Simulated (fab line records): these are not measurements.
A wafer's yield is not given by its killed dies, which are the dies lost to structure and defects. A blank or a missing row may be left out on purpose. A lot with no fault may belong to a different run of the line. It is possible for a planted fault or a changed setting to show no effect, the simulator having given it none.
Matching of chambers | flow nand_harc | 4 sister chambers for NHARC_P_CONTACT_ALD_22 on ald_metal-02
The step deposits TiN, target thk 3 nm, pulse time 1 s, ald cycles 150. 8 wafers are shown with their chamber, then 12 later ones without.

WAFERS WITH THEIR CHAMBER
wafer  | chamber | heater_power_w (W) | heater_power_outer_w (W)
L081.3 | 3       | 1142               | 704
L083.3 | 3       | 1160               | 694
L085.5 | 0       | 1058               | 696
L087.1 | 2       | 805                | 559
L087.6 | 2       | 837                | 551
L089.4 | 1       | 1118               | 663
L089.5 | 1       | 1115               | 676
L089.6 | 0       | 1045               | 721

WAFERS WITH NO CHAMBER GIVEN
wafer  | heater_power_w (W) | heater_power_outer_w (W)
L091.3 | 1102               | 669
L091.4 | 1036               | 690
L091.5 | 859                | 554
L092.1 | 825                | 550
L092.3 | 1125               | 666
L092.5 | 1050               | 691
L094.1 | 1111               | 665
L094.3 | 1111               | 694
L094.4 | 1059               | 697
L097.1 | 1078               | 682
L097.3 | 1048               | 691
L097.4 | 1076               | 671

WHICH CHAMBER EACH WENT THROUGH
wafer  | from the rows above     | in truth
L091.3 | 1                       | 1
L091.4 | 0                       | 0
L091.5 | 2                       | 2
L092.1 | 2                       | 2
L092.3 | 1                       | 1
L092.5 | 0                       | 0
L094.1 | 1                       | 1
L094.3 | can't be placed: 1 or 3 | 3
L094.4 | 0                       | 0
L097.1 | can't be placed: 1 or 0 | 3
L097.3 | 0                       | 0
L097.4 | can't be placed: 1 or 0 | 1
Correctly placed: 9 of 12. Cannot be placed on the basis of these rows: 3; the candidates contain the true chamber in 2. Wrongly placed: 0.
How it was worked out, from the rows above alone: a wafer's distance from a chamber is the root of the sum, over the readings, of the square of ((its reading less the chamber's mean) divided by the reading's scatter). If the next closest chamber is less than 2 further off than the closest, the wafer can't be placed; otherwise it belongs to the closest. Each chamber's mean is taken over the wafers shown for it. The scatter: the root of (the sum of the squares of (reading less its chamber's mean) over the shown wafers, divided by (wafers less chambers)).
